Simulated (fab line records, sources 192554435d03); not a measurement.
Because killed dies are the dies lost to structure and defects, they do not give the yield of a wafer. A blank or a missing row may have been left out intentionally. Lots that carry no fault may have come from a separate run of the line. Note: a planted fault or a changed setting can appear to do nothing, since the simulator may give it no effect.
Struck lot and sound lot, side by side || flow n5-finfet || 16 steps out of a route of 1938
Sound: wafers L788.1, L788.3, L788.4. Struck: wafer L792.1 (left out: L792.3, L792.6 of the same lot, which were not struck); the cause appears at the end.
Each step with rows lists, per side, the tool, then ch with its chambers, then its first start. Under that, the readings that differ: sound wafers || struck wafers || difference of the means || sigmas: that difference in standard deviations of wafers without a fault.
alike: same words and numbers on both sides, and readings whose means sit less than 2 such deviations apart. not compared: any withheld reading, any reading some wafer has no value for, any bound like >300 that may hide the same value, and any number with overlapping values for which the record gives no deviation.
The two part at a step that has a row with sigmas, a row that says differs or no value, or rows on one side only. Numbers that have no deviation but don't overlap get no sigmas and don't part them. A reading that every wafer of one side lacks parts them only if that side has two wafers or more.

N5_GATE_CUT_INSPECT_15: inspects for defects (brightfield).
  struck on defect-inspect-01, day 6 06:15; sound on defect-inspect-02, day 5 04:55
{"reading": "raw-defect-count", "sound": "119 296 161", "struck": 89, "difference": -103, "sigmas": -2}
N5_GATE_CUT_DESCUM_18: chemistry O2, time 7 s.
  sound on rie-diel-04 ch 0,1,2, day 5 04:58; struck on rie-diel-02 ch 0, day 6 06:17
{"reading": "rf-hours-counter-h (h)", "sound": "168 13 137", "struck": 189, "difference": "+83", "sigmas": ""}
  alike: chamber-pressure-mTorr, drypump-motor-current-A, oes-product-au, rf-vpp-V, showerhead-plenum-p-Torr, throttle-valve-pct
then, 5 steps without rows for these wafers: N5_GATE_CUT_ETCH_28 (etches underlayer in N2/H2, target depth 13 nm, time 10.4 s); N5_GATE_CUT_ETCH_36 (etches SiARC in CF4, target depth 13 nm, time 21.7 s); N5_GATE_CUT_ETCH_37 (etches SOC in N2/H2, target depth 60 nm, overetch 12 nm, time 90 s); N5_GATE_CUT_STRIP_38 (strips in N2/H2); N5_GATE_CUT_STRIP_39 (strips in N2/H2).
N5_GATE_CUT_HM_OPEN_40: chemistry C4F6/O2, target SiO2, target depth 139 nm, time 85.1 s.
  sound on rie-diel-04 ch 0,1,2, day 5 05:07; struck on rie-diel-02 ch 0, day 6 06:27
{"reading": "rf-hours-counter-h (h)", "sound": "169 13 137", "struck": 189, "difference": "+83", "sigmas": ""}
  alike: chamber-pressure-mTorr, drypump-motor-current-A, etch-rf-on-time-s, mfc-ar-sccm, oes_ar_750_au, oes_o_777_au, oes-product-au, rf-vpp-V, showerhead-plenum-p-Torr, throttle-valve-pct
N5_GATE_CUT_STRIP_41: strips in CF4.
  sound on rie-diel-04 ch 0,1,2, day 5 05:11; struck on rie-diel-02 ch 0, day 6 06:31
{"reading": "rf-hours-counter-h (h)", "sound": "169 13 137", "struck": 189, "difference": "+83", "sigmas": ""}
  alike: chamber-pressure-mTorr, drypump-motor-current-A, oes-product-au, rf-vpp-V, showerhead-plenum-p-Torr, throttle-valve-pct
then, 1 step without rows for these wafers: N5_GATE_CUT_STRIP_42 (strips in O2).
N5_GATE_CUT_ETCH_19: etches SiNx in CH3F/O2, target depth 53.7 nm, time 76.7 s.
  sound on rie-diel-04 ch 0,1,2, day 5 05:14; struck on rie-diel-02 ch 0, day 6 06:34
{"reading": "rf-hours-counter-h (h)", "sound": "169 13 137", "struck": 189, "difference": "+83", "sigmas": ""}
  alike: chamber-pressure-mTorr, drypump-motor-current-A, etch-rf-on-time-s, mfc-ar-sccm, oes_ar_750_au, oes_o_777_au, oes-product-au, rf-vpp-V, showerhead-plenum-p-Torr, throttle-valve-pct
then, 1 step without rows for these wafers: N5_GATE_CUT_CUT_ETCH_53 (etches W in SF6/Cl2, target depth 79.2 nm).
N5_GATE_CUT_CUT_ETCH_54: etches TiN in Cl2/BCl3, target depth 96.7 nm.
  sound on rie-metal-03 ch 0,1, day 5 05:25; struck on rie-metal-02 ch 1, day 6 06:44
{"reading": "etch-rf-on-time-s (s)", "sound": "36.2 36.0 36.7", "struck": 22.9, "difference": -13.4, "sigmas": -18}
{"reading": "oes-product-au (a.u.)", "sound": "0.64 0.64 0.57", "struck": 0.83, "difference": "+0.21", "sigmas": "+4"}
  alike: chamber-pressure-mTorr, drypump-motor-current-A, mfc-ar-sccm, oes_ar_750_au, throttle-valve-pct
  not compared: rf-hours-counter-h
N5_GATE_CUT_CUT_ETCH_55: etches HfO2 in BCl3, target depth 3.2 nm.
  sound on rie-metal-03 ch 0,1, day 5 05:28; struck on rie-metal-02 ch 1, day 6 06:48
  alike: chamber-pressure-mTorr, drypump-motor-current-A, oes-product-au, throttle-valve-pct
  not compared: rf-hours-counter-h
-- the record jumps here: 3 days lie between the struck wafers' starts before and after (it left off in module GATE_CUT and takes up again in module BEOL_M4, whose first step shown is number 1111 of the route) --
N5_BEOL_M4_RC_MEAS_101:
  sound on prober-01 ch 0, day 8 13:20; struck on prober-02 ch 0, day 9 06:01
{"reading": "IOFF_P (nA/um)", "sound": "0.16 0.14 0.15", "struck": 0.25, "difference": "+0.10", "sigmas": "+3"}
{"reading": "VT_N (mV)", "sound": "253 255 254", "struck": 247, "difference": -7, "sigmas": -2}
{"reading": "VT_P (mV)", "sound": "-254 -257 -254", "struck": -247, "difference": "+8", "sigmas": "+2"}
  alike: DIBL_N, DIBL_P, IOFF_N, ION_N, ION_P, SS_N, SS_P
-- record jumps: 4 days separate the struck wafers' starts on either side; left off in module BEOL_M4, taken up again in module PASSIVATION, whose first shown step is the route's number 1936 --
N5_PASSIVATION_PROBE_49:
  struck on prober-02, day 13 15:32; sound on prober-02, day 12 21:14
{"reading": "killed_at_M4_up", "sound": "19 10 12", "struck": 25, "difference": "+11", "sigmas": "+2"}
  alike: defect-limited-yield, killed_at_M0_to_M3, killed-at-contacts, killed-at-front-end, killed-at-other, killed-dies, killed-open, killed-short, sort_bin_5_function, sort_bin_6_memory, sort-n-pass, sort-yield-pct

WHERE THEY PART
Earliest at N5_GATE_CUT_INSPECT_15; latest, in this record, at N5_PASSIVATION_PROBE_49.

WHY: the cause the simulator had injected
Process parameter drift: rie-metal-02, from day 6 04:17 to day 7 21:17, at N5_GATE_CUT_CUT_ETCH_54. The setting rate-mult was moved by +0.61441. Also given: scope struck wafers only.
